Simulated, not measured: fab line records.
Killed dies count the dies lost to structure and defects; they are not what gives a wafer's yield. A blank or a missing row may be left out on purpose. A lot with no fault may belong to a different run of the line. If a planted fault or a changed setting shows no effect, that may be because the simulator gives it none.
Which tool did it? + flow n5_finfet + Sampling: 11 lots, 30 wafers, 6 of 1938 route steps

WHAT THE GAUGES SHOWED, per wafer
N5_BEOL_M4_RC_MEAS_101. Usual: DIBL_N 36.5 mV/V, standard deviation 1.9; DIBL_P 36.4 mV/V, standard deviation 2.2; IOFF_N 0.17 nA/um, standard deviation 0.034; IOFF_P 0.21 nA/um, standard deviation 0.036; ION_N 678 uA/um, standard deviation 12; ION_P 462 uA/um, standard deviation 7.1; SS_N 71.7 mV/dec, standard deviation 0.61; SS_P 73.4 mV/dec, standard deviation 0.71; VT_N 249 mV, standard deviation 3.5; VT_P -251 mV, standard deviation 3.
| lot  | measured     | on        | DIBL_N (mV/V)  | DIBL_P (mV/V)  | IOFF_N (nA/um) | IOFF_P (nA/um) | ION_N (uA/um) | ION_P (uA/um) | SS_N (mV/dec)  | SS_P (mV/dec)  | VT_N (mV)   | VT_P (mV)      | flag |
|------|--------------|-----------|----------------|----------------|----------------|----------------|---------------|---------------|----------------|----------------|-------------|----------------|------|
| L756 | day 8 17:21  | prober-02 | 37.6 40.3 36.1 | 37.9 40.5 35.1 | 0.16 0.23 0.15 | 0.23 0.27 0.18 | 671 691 666   | 455 471 453   | 71.6 71.8 70.9 | 73.9 75.4 73.0 | 248 243 251 | -250 -247 -253 |      |
| L755 | day 8 17:50  | prober-01 | 37.7 36.6 37.5 | 37.9 37.3 37.5 | 0.21 0.18 0.19 | 0.25 0.23 0.23 | 689 679 683   | 467 465 461   | 72.5 71.9 72.7 | 74.7 74.8 73.5 | 244 248 246 | -249 -250 -251 |      |
| L759 | day 9 01:02  | prober-01 | 34.2 34.4      | 34.7 34.6      | 0.15 0.15      | 0.20 0.20      | 675 676       | 464 471       | 70.5 70.9      | 72.9 73.6      | 249 250     | -249 -248      |      |
| L760 | day 9 17:25  | prober-02 | 38.1 35.4 39.0 | 38.5 33.8 39.9 | 0.20 0.14 0.22 | 0.25 0.18 0.28 | 687 670 688   | 464 456 473   | 71.9 71.4 72.3 | 73.6 72.7 74.6 | 246 251 245 | -249 -252 -248 |      |
| L763 | day 10 21:35 | prober-01 | 36.3 36.0 35.0 | 34.0 33.9 32.9 | 0.13 0.13 0.12 | 0.17 0.16 0.16 | 664 671 658   | 456 453 458   | 70.8 70.9 71.3 | 72.6 73.0 72.2 | 253 252 256 | -258 -255 -256 |      |
| L762 | day 10 22:04 | prober-02 | 34.9 35.3 34.3 | 34.9 33.9 33.7 | 0.15 0.15 0.14 | 0.20 0.19 0.19 | 681 666 667   | 470 458 469   | 71.3 71.8 71.0 | 73.2 72.7 72.7 | 247 249 250 | -250 -248 -253 |      |
| L766 | day 12 10:33 | prober-02 | 35.0 35.8      | 34.6 35.2      | 0.12 0.13      | 0.17 0.18      | 667 664       | 456 452       | 71.5 71.1      | 72.6 72.2      | 256 254     | -254 -252      |      |
| L774 | day 13 10:07 | prober-01 | 36.8 35.3 35.3 | 38.1 37.1 37.4 | 0.18 0.16 0.17 | 0.22 0.19 0.20 | 676 673 689   | 468 456 470   | 71.6 72.2 72.2 | 73.6 72.8 72.9 | 248 251 249 | -252 -254 -252 |      |
| L772 | day 13 11:59 | prober-01 | 36.4 36.3      | 37.1 36.7      | 0.16 0.17      | 0.21 0.21      | 674 700       | 459 474       | 71.1 71.9      | 73.2 73.1      | 250 247     | -251 -251      |      |
| L777 | day 14 21:52 | prober-01 | 33.3 37.5 36.8 | 33.5 38.2 36.7 | 0.13 0.19 0.18 | 0.15 0.21 0.20 | 663 677 680   | 460 459 460   | 71.1 72.0 71.3 | 72.2 73.9 73.4 | 250 248 244 | -253 -250 -252 |      |
| L778 | day 15 11:43 | prober-01 | 36.4 34.1 34.1 | 35.3 32.6 32.6 | 0.16 0.13 0.13 | 0.21 0.17 0.18 | 669 673 676   | 459 464 466   | 71.8 71.4 71.1 | 73.7 72.4 73.0 | 250 253 251 | -250 -253 -252 |      |

N5_MIM_BOT_LITHO_OVL_MEAS_11. Usual: MIM_BOT_OVL typically reads 4 nm, with standard deviation 4.5.
| lot  | measured     | on         | MIM_BOT_OVL (nm) | flag |
|------|--------------|------------|------------------|------|
| L756 | day 12 17:02 | overlay-01 | 0 7 8            |      |
| L755 | day 13 08:04 | overlay-02 | -4 0 -2          |      |
| L759 | day 13 21:33 | overlay-01 | 5 5              |      |
| L760 | day 14 18:23 | overlay-02 | 9 10 12          |      |
| L763 | day 15 08:14 | overlay-01 | 2 1 2            |      |
| L762 | day 14 22:32 | overlay-01 | -2 -2 -4         |      |
| L766 | day 16 21:27 | overlay-01 | 6 4              |      |
| L774 | day 17 17:17 | overlay-02 | 3 10 9           |      |
| L772 | day 17 20:43 | overlay-01 | 9 10             |      |
| L777 | day 19 04:41 | overlay-01 | 4 9 6            |      |
| L778 | day 19 23:58 | overlay-01 | 7 5 2            |      |

N5_PASSIVATION_INSPECT_57: inspects for defects (macro). Usual: 2.2 for raw_defect_count, sd 1.4.
| lot  | measured     | on                | raw_defect_count | flag |
|------|--------------|-------------------|------------------|------|
| L756 | day 13 03:36 | defect_inspect-01 | 2 1 0            |      |
| L755 | day 13 17:04 | defect_inspect-02 | 1 2 3            |      |
| L759 | day 14 08:44 | defect_inspect-01 | 2 3              |      |
| L760 | day 15 04:13 | defect_inspect-01 | 4 1 0            |      |
| L763 | day 15 18:22 | defect_inspect-02 | 1 1 2            |      |
| L762 | day 15 09:15 | defect_inspect-01 | 2 6 3            |      |
| L766 | day 17 06:57 | defect_inspect-01 | 3 1              |      |
| L774 | day 18 01:58 | defect_inspect-02 | 0 3              |      |
| L772 | day 18 06:27 | defect_inspect-01 | 0 4              |      |
| L777 | day 19 13:16 | defect_inspect-01 | 0 4 2            |      |
| L778 | day 20 09:26 | defect_inspect-01 | 4 0 1            |      |

WHAT TOOL EACH LOT RAN ON (gives the tool, then ch and the chambers of the sampled wafers, and finally the start)
| lot  | N5_PASSIVATION_ETCH_15             | N5_PASSIVATION_PECVD_35         | N5_PASSIVATION_PROBE_49 |
|------|------------------------------------|---------------------------------|-------------------------|
| L756 | rie_diel-06 ch 0,2,3, day 12 20:59 | pecvd-01 ch 0,1,2, day 12 23:34 | -                       |
| L755 | rie_diel-06 ch 2,3, day 13 10:05   | pecvd-01 ch 1,2, day 13 12:50   | -                       |
| L759 | rie_diel-05 ch 0,2, day 14 01:59   | pecvd-03 ch 0,2, day 14 04:19   | -                       |
| L760 | rie_diel-06 ch 0,2,3, day 14 21:07 | pecvd-03 ch 1,2, day 14 23:41   | -                       |
| L763 | rie_diel-02 ch 0,1,3, day 15 11:05 | pecvd-03 ch 0,1, day 15 14:19   | -                       |
| L762 | rie_diel-02 ch 1,2,3, day 15 00:23 | pecvd-04 ch 0,2, day 15 05:13   | -                       |
| L766 | rie_diel-06 ch 1,2, day 16 23:39   | pecvd-04 ch 1, day 17 02:54     | -                       |
| L774 | rie_diel-02 ch 0,2, day 17 19:10   | pecvd-01 ch 0,2, day 17 21:37   | prober-02, day 18 01:40 |
| L772 | rie_diel-05 ch 1,3, day 17 22:56   | pecvd-01 ch 0,1, day 18 02:10   | -                       |
| L777 | rie_diel-06 ch 0,1, day 19 06:46   | pecvd-01 ch 0,1,2, day 19 09:13 | -                       |
| L778 | rie_diel-05 ch 0,1,3, day 20 02:10 | pecvd-03 ch 0,1, day 20 05:15   | -                       |
- N5_PASSIVATION_ETCH_15: etches SiCN in CF4/N2, target depth 75 nm, time 81.2 s.
- N5_PASSIVATION_PECVD_35: deposits SiNx from SiH4/NH3/N2, target thk 700 nm, time 151.3 s.
- N5_PASSIVATION_PROBE_49

WHAT THE TOOLS THEMSELVES READ (means of the sampled wafers that have a number; where no wafer has one, the mark that the record gives instead)
N5_PASSIVATION_ETCH_15. Usual: drypump_motor_current_A 5.6 A, standard deviation 0.42; oes_product_au 0.78 a.u., standard deviation 0.088; rf_vpp_V 382.0 V, standard deviation 1.7; showerhead_plenum_p_Torr 2.20 Torr, standard deviation 0.06; throttle_valve_pct 15.48 %, standard deviation 0.26.
| lot  | tool        | drypump_motor_current_A (A) | oes_product_au (a.u.) | rf_vpp_V (V) | showerhead_plenum_p_Torr (Torr) | throttle_valve_pct (%) | flag |
|------|-------------|-----------------------------|-----------------------|--------------|---------------------------------|------------------------|------|
| L756 | rie_diel-06 | 5.5                         | 0.73                  | 383.0        | 2.23                            | 15.64                  |      |
| L755 | rie_diel-06 | 5.6                         | 0.70                  | 383.6        | 2.27                            | 15.63                  |      |
| L759 | rie_diel-05 | 5.7                         | 0.81                  | 380.8        | 2.18                            | 15.16                  |      |
| L760 | rie_diel-06 | 5.4                         | 0.72                  | 382.7        | 2.22                            | 15.66                  |      |
| L763 | rie_diel-02 | 5.5                         | 0.77                  | 381.6        | 2.19                            | 15.57                  |      |
| L762 | rie_diel-02 | 5.8                         | 0.79                  | 381.4        | 2.15                            | 15.43                  |      |
| L766 | rie_diel-06 | 6.1                         | 0.80                  | 382.8        | 2.21                            | 15.37                  |      |
| L774 | rie_diel-02 | 5.4                         | 0.62                  | 382.4        | 2.24                            | 15.80                  |      |
| L772 | rie_diel-05 | 5.3                         | 0.90                  | 383.0        | 2.21                            | 15.27                  |      |
| L777 | rie_diel-06 | 6.1                         | 0.84                  | 380.4        | 2.14                            | 15.39                  |      |
| L778 | rie_diel-05 | 5.3                         | 0.84                  | 381.4        | 2.17                            | 15.29                  |      |

N5_PASSIVATION_PECVD_35. Usual: chamber_pressure_Torr 4.900 Torr, standard deviation 0.011; heater_power_w 343 W, standard deviation 100; showerhead_plenum_p_Torr 8.67 Torr, standard deviation 0.096; throttle_valve_pct 28.8 %, standard deviation 1.3.
| lot  | tool     | chamber_pressure_Torr (Torr) | heater_power_w (W) | showerhead_plenum_p_Torr (Torr) | throttle_valve_pct (%) | flag |
|------|----------|------------------------------|--------------------|---------------------------------|------------------------|------|
| L756 | pecvd-01 | 4.903                        | 324                | 8.67                            | 28.1                   |      |
| L755 | pecvd-01 | 4.894                        | 319                | 8.62                            | 29.3                   |      |
| L759 | pecvd-03 | 4.896                        | 332                | 8.54                            | 28.6                   |      |
| L760 | pecvd-03 | 4.901                        | 469                | 8.61                            | 28.7                   |      |
| L763 | pecvd-03 | 4.896                        | 395                | 8.63                            | 28.4                   |      |
| L762 | pecvd-04 | 4.901                        | 246                | 8.77                            | 29.1                   |      |
| L766 | pecvd-04 | 4.892                        | 233                | 8.64                            | 29.9                   |      |
| L774 | pecvd-01 | 4.908                        | 389                | 8.68                            | 27.8                   |      |
| L772 | pecvd-01 | 4.895                        | 393                | 8.70                            | 28.0                   |      |
| L777 | pecvd-01 | 4.892                        | 335                | 8.68                            | 28.3                   |      |
| L778 | pecvd-03 | 4.897                        | 372                | 8.62                            | 28.5                   |      |

N5_PASSIVATION_PROBE_49. Usual: defect_limited_yield 91.0 %, standard deviation 1.5; killed_at_M0_to_M3 35, standard deviation 11; killed_at_M4_up 13, standard deviation 5; killed_at_contacts 12, standard deviation 5.9; killed_at_front_end 42, standard deviation 13; killed_at_other 3, standard deviation 3.2; killed_dies 106, standard deviation 18; killed_on_rim 14, standard deviation 4.2; killed_open 69, standard deviation 13; killed_short 35, standard deviation 8.9; sort_bin_5_function 5.2 %, standard deviation 0.95; sort_bin_6_memory 3.3 %, standard deviation 0.71; sort_n_pass 1074, standard deviation 18; sort_yield_pct 91.0 %, standard deviation 1.5.
| lot  | tool      | defect_limited_yield (%) | killed_at_M0_to_M3 | killed_at_M4_up | killed_at_contacts | killed_at_front_end | killed_at_other | killed_dies | killed_on_rim | killed_open | killed_short | sort_bin_5_function (%) | sort_bin_6_memory (%) | sort_n_pass | sort_yield_pct (%) | flag |
|------|-----------|--------------------------|--------------------|-----------------|--------------------|---------------------|-----------------|-------------|---------------|-------------|--------------|-------------------------|-----------------------|-------------|--------------------|------|
| L774 | prober-02 | 56.6                     | 52                 | 13              | 13                 | 52                  | 382             | 512         | 75            | 79          | 50           | 38.8                    | 4.2                   | 668         | 56.6               | OFF  |

THE ANSWER, worked out from the rows above alone
Rule: take the mean of a lot's wafers that have a number; if it is more than 3 standard deviations from the usual mean, the lot is off. Also off: a lot with no number at a reading for which 4 or more lots have one. All remaining lots with rows at the step are treated as sound. Order of review: gauges by route order, followed by the tools' own readings, for which a lot's mean as printed above is used. At the first step where some lot is off, the reading lying furthest off is the one used; lots without a number count as furthest.
Off at N5_PASSIVATION_PROBE_49 (killed_at_other): L774. Neither off nor sound, because the step has no rows for them: L756, L755, L759, L760, L763, L762, L766, L772, L777, L778.
If a tool, at that step or one of the process steps before it, ran each lot that is off and ran no sound lot following the first of them, it fits. Can't be told from this: 3 tools fit, rie_diel-02 at N5_PASSIVATION_ETCH_15, pecvd-01 at N5_PASSIVATION_PECVD_35, prober-02 at N5_PASSIVATION_PROBE_49.

WHAT HAD BEEN PUT IN BY THE SIMULATOR
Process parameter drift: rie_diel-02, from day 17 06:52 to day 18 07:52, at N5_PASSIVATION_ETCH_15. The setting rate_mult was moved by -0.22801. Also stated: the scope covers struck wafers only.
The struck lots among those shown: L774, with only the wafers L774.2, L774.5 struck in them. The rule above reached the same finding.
